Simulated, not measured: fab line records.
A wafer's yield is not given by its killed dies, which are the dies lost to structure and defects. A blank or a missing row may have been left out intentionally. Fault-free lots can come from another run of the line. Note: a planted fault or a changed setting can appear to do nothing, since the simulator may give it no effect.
A struck lot beside a sound one / flow nand_harc / 15 steps out of a route of 1302
Sound: the wafers L255.1, L255.4, L255.5. Wafers struck: L260.2, L260.4, L260.5. The cause is given at the end.
Order at every step that has rows: each side's tool, ch and its chambers, its first start. Under that, the readings that differ: sound wafers / struck wafers / difference of the means / sigmas: that difference in standard deviations of wafers without a fault.
alike: readings with means less than 2 such deviations apart, plus words and numbers identical on both sides. not compared: withheld readings, readings lacking a value on some wafer, bounds such as >300 that could conceal the same value, and numbers that have no deviation in the record and whose values overlap.
A row with sigmas, a row that says differs or no value, or rows on one side alone: a step with any of these is where the two part. When numbers do not overlap yet have no deviation, they are printed without sigmas and do not part them. Lack of a reading on every wafer of one side parts them only where that side has two or more wafers.

NHARC_P_M0_INSPECT_27:
  sound on defect_inspect-01 at day 6 20:02; struck on defect_inspect-01 at day 9 06:35
  alike: raw_defect_count
NHARC_P_M0_PRE_CLEAN_31: time 12 s.
  sound on pecvd-03 ch 1,2, day 6 20:20; struck on pecvd-02 ch 0,1,2, day 9 06:39
  alike: heater_power_w
NHARC_P_M0_DEP_32: deposits SiCN, target thk 30 nm.
  sound on pecvd-03 ch 1,2, day 6 20:29; struck on pecvd-02 ch 0,1,2, day 9 06:44
  alike: heater_power_w, showerhead_vpp_V
then, 9 steps without rows for these wafers: NHARC_P_M1_DEP_00 (deposits SiOC, target thk 182.5 nm); NHARC_P_M1_DEHYDRATE_01 (time 120 s); NHARC_P_M1_HMDS_02 (time 30 s); NHARC_P_M1_COAT_34 (time 65 s); NHARC_P_M1_COAT_03 (resist thk 90 nm); NHARC_P_M1_SOFTBAKE_04 (time 55 s); NHARC_P_M1_EBR_05; NHARC_P_M1_EXPOSE_06 (exposes mask P M1, target cd 130 nm); NHARC_P_M1_PEB_07 (peb time 65 s).
NHARC_P_M1_DEVELOP_08: develop time 35 s.
  sound on litho_track-04 ch 0, day 6 21:00; struck on litho_track-04 ch 0, day 9 07:00
reading=developer_temp_C (C); sound=22.84 23.02 22.99; struck=24.14 24.07 24.05; difference=+1.14; sigmas=+10
  alike: exhaust_pa
NHARC_P_M1_CD_MEAS_09: the cd target is 130 nm.
  sound on cd_sem-03 ch 0, day 6 21:31; struck on cd_sem-03 ch 0, day 9 07:59
  alike: cd_nm
-- record jumps: 19 days between struck wafers' starts before vs after; left off in module P_M1, resumes in module END, first step shown is number 1302 of the route --
NHARC_END_SORT_01:
  sound on prober-01 ch 0, day 24 13:59; struck on prober-02 ch 0, day 27 20:56
  alike: defect_limited_yield, killed_at_array, killed_at_other, killed_at_periphery, killed_dies, killed_open, killed_short

== WHERE THEY PART ==
Within this record, at NHARC_P_M1_DEVELOP_08 only. Later steps at which nothing parts them and some readings are alike: NHARC_P_M1_CD_MEAS_09, NHARC_END_SORT_01.

WHY: what had been put in by the simulator
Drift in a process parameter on litho_track-04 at NHARC_P_M1_DEVELOP_08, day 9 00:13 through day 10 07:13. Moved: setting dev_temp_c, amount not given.
